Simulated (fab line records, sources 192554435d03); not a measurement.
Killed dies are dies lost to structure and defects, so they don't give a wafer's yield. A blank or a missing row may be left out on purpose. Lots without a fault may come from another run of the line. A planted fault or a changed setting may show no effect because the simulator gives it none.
Split-lot experiment | flow n5_finfet | 7 lots, 39 wafers read, on a route of 1938 steps

THE SPLIT
At N5_BEOL_M12_DEP_53 (deposits SiCN from 3MS/NH3, target thk 30 nm, time 10.5 s), the setting target_thk_a was moved away from the recipe's 300 angstrom on 12 of the 39 wafers read, by -53.6% to +34.5%. The other wafers ran this setting at the recipe's value.

The reading is taken at the split's own step.

THE READING
SiCN_of_BEOL_M12_DEP_53.thk_nm (the simulator's own value, which no gauge read), in nm, at N5_BEOL_M12_DEP_53 (deposits SiCN from 3MS/NH3, target thk 30 nm, time 10.5 s). The file gives no usual value for it. The 27 wafers here that ran the recipe average 29.8 nm, standard deviation 0.28 nm.

wafer  | tool, chamber at the split | target_thk_a as run, angstrom | against the recipe | SiCN_of_BEOL_M12_DEP_53.thk_nm, nm | against lot-mates on the recipe
L076.2 | pecvd-04, 0                | 300                           | recipe             | 29.6                               | -
L076.3 | pecvd-04, 1                | 300                           | recipe             | 29.8                               | -
L076.6 | pecvd-04, 2                | 300                           | recipe             | 30.2                               | -
L078.1 | pecvd-02, 0,1,2            | 300                           | recipe             | 29.8                               | -
L078.2 | pecvd-02, 0,1,2            | 300                           | recipe             | 29.8                               | -
L078.3 | pecvd-02, 0,1,2            | 300                           | recipe             | 29.8                               | -
L078.4 | pecvd-02, 2                | 300                           | recipe             | 30.4                               | -
L078.5 | pecvd-02, 0                | 300                           | recipe             | 30.2                               | -
L078.6 | pecvd-02, 1                | 300                           | recipe             | 30                                 | -
L084.1 | pecvd-04, 2,1              | 241                           | -19.7%             | 23.6                               | -6.1
L084.6 | pecvd-04, 2,1              | 241                           | -19.7%             | 23.6                               | -6.1
L084.2 | pecvd-04, 0                | 300                           | recipe             | 29.4                               | -
L084.3 | pecvd-04, 1                | 241                           | -19.7%             | 23.2                               | -6.5
L084.4 | pecvd-04, 2                | 300                           | recipe             | 29.6                               | -
L084.5 | pecvd-04, 0                | 300                           | recipe             | 30                                 | -
L090.1 | pecvd-04, 0                | 300                           | recipe             | 29.8                               | -
L090.2 | pecvd-04, 1                | 403.5                         | +34.5%             | 39.6                               | +9.6
L090.3 | pecvd-04, 2                | 403.5                         | +34.5%             | 40                                 | +10.0
L090.4 | pecvd-04, 1                | 300                           | recipe             | 30                                 | -
L090.5 | pecvd-04, 0                | 403.5                         | +34.5%             | 40.8                               | +10.8
L090.6 | pecvd-04, 2                | 300                           | recipe             | 30.2                               | -
L092.1 | pecvd-01, 2                | 300                           | recipe             | 29.8                               | -
L092.2 | pecvd-01, 1,2,1            | 139.1                         | -53.6%             | 14.2                               | -15.7
L092.4 | pecvd-01, 1,2,1            | 139.1                         | -53.6%             | 14.2                               | -15.7
L092.6 | pecvd-01, 1,2,1            | 139.1                         | -53.6%             | 14.2                               | -15.7
L092.3 | pecvd-01, 0                | 300                           | recipe             | 29.6                               | -
L092.5 | pecvd-01, 0                | 300                           | recipe             | 30.2                               | -
L094.1 | pecvd-01, 0,2,1            | 300                           | recipe             | 29.4                               | -
L094.3 | pecvd-01, 0,2,1            | 300                           | recipe             | 29.4                               | -
L094.6 | pecvd-01, 0,2,1            | 300                           | recipe             | 29.4                               | -
L094.2 | pecvd-01, 1                | 300                           | recipe             | 29.6                               | -
L094.4 | pecvd-01, 0                | 300                           | recipe             | 30.2                               | -
L094.5 | pecvd-01, 2                | 300                           | recipe             | 29.8                               | -
L095.1 | pecvd-02, 1                | 300                           | recipe             | 29.8                               | -
L095.2 | pecvd-02, 2,0              | 232.2                         | -22.6%             | 23.2                               | -6.6
L095.3 | pecvd-02, 2,0              | 232.2                         | -22.6%             | 23.2                               | -6.6
L095.4 | pecvd-02, 0                | 300                           | recipe             | 29.6                               | -
L095.5 | pecvd-02, 1                | 300                           | recipe             | 30                                 | -
L095.6 | pecvd-02, 2                | 232.2                         | -22.6%             | 23.4                               | -6.4
Where a row lists several chambers, the file gives one row for several wafers and doesn't say which wafer went through which chamber.

THE FIT
A straight line over all 39 wafers: SiCN_of_BEOL_M12_DEP_53.thk_nm changes by +0.295 nm for each +1% of target_thk_a; r = +1.00; the points scatter about the line by 0.33 nm.
The same after taking each lot's own level away (the mean of its wafers on the recipe; 39 wafers): +0.294 nm for each +1%; r = +1.00; scatter 0.29 nm.
On that fit, the largest move of target_thk_a shifts the reading by 16 nm.
The lots' own levels span 29.63 to 30.00 nm, that is 1.3 times the standard deviation above.
So the lot-to-lot level changes the slope little: the two slopes agree.
Check: with one of the wafers moved furthest among these (-53.6%) left out of the fit, the line predicts -15.8 nm for it against its lot-mates. It came out at -15.7 nm against them.

OTHER SPLITS ON THESE WAFERS
These wafers also went through other splits before the reading. Each is held against what the fit with the lots' levels taken away leaves over:
other split on the same wafers   | wafers away from the commonest value | r with SiCN_of_BEOL_M12_DEP_53.thk_nm (lot level and that fit taken away)
N5_BEOL_M7_TRENCH_ETCH_37 time_s | 15                                   | -0.14
N5_BEOL_M9_CVD_78 target_thk_a   | 9                                    | -0.09
N5_BEOL_M11_ILD_DEP_00 time_s    | 12                                   | -0.02

THE FILE'S OWN FIT
SiCN_of_BEOL_M12_DEP_53.thk_nm changes by +0.294 nm for each +1% of target_thk_a, r = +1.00.
